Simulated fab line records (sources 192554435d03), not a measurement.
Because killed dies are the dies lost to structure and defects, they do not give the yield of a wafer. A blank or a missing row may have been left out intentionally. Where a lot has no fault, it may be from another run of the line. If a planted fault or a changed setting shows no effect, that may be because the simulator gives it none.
Matching of chambers    flow n5_finfet    N5_MOL_CONTACT_COAG_DESCUM_88 on rie_diel-05: 4 sister chambers
The step chemistry O2, time 7 s. 18 wafers are shown with their chamber, then 9 later ones without.

## EACH WAFER AND ITS CHAMBER
wafer   chamber  showerhead_plenum_p_Torr (Torr)  throttle_valve_pct (%)  drypump_motor_current_A (A)
L074.2  1        2.22                             21.0                    5.8
L074.4  2        2.03                             20.0                    5.4
L074.5  0        2.24                             20.1                    6.2
L075.1  1        2.22                             21.1                    5.9
L075.4  2        2.03                             20.0                    5.4
L075.6  2        2.03                             20.0                    5.4
L078.1  0        2.24                             20.1                    6.2
L078.3  3        2.16                             20.0                    5.9
L078.6  2        2.03                             20.0                    5.4
L080.3  1        2.21                             21.1                    5.8
L080.4  0        2.23                             20.1                    6.2
L080.5  3        2.16                             20.0                    5.8
L082.1  0        2.23                             20.1                    6.2
L082.5  0        2.23                             20.1                    6.2
L082.6  3        2.16                             20.0                    5.8
L088.1  0        2.23                             20.1                    6.2
L088.2  3        2.16                             20.1                    5.9
L088.5  3        2.16                             20.1                    5.9

SIGNATURES (averages over the wafers above)
reading                   chamber 0  chamber 1  chamber 2  chamber 3  scatter within a chamber
showerhead_plenum_p_Torr  2.2333     2.2167     2.0300     2.1600     0.00378
throttle_valve_pct        20.100     21.067     20.000     20.040     0.0365
drypump_motor_current_A   6.200      5.833      5.400      5.860      0.0365
Rule: a wafer lies at a distance from a chamber equal to the root of the sum of squares, over the readings, of (its reading less the chamber's mean, divided by the reading's scatter). If the next closest chamber is less than 2 further off than the closest, the wafer can't be placed; otherwise it belongs to the closest. The scatter is the square root of a quotient: the sum, over the shown wafers, of each reading's squared deviation from its chamber's mean, divided by wafers minus chambers.

## WAFERS WITH NO CHAMBER GIVEN
wafer   showerhead_plenum_p_Torr (Torr)  throttle_valve_pct (%)  drypump_motor_current_A (A)
L089.1  2.23                             20.1                    6.2
L089.4  2.16                             20.1                    5.9
L089.6  2.16                             20.1                    5.9
L092.1  2.15                             20.1                    5.9
L092.4  2.02                             20.0                    5.4
L092.6  2.20                             21.1                    5.8
L095.1  2.15                             20.1                    5.9
L095.2  2.22                             20.1                    6.2
L095.5  2.15                             20.1                    5.9

## WHICH CHAMBER EACH ONE RAN IN
wafer   from the rows above  in truth
L089.1  0                    0
L089.4  3                    3
L089.6  3                    3
L092.1  3                    3
L092.4  2                    2
L092.6  1                    1
L095.1  3                    3
L095.2  0                    0
L095.5  3                    3
9 of 9 placed correctly. Left unplaced by these rows: 0. 0 placed wrongly.
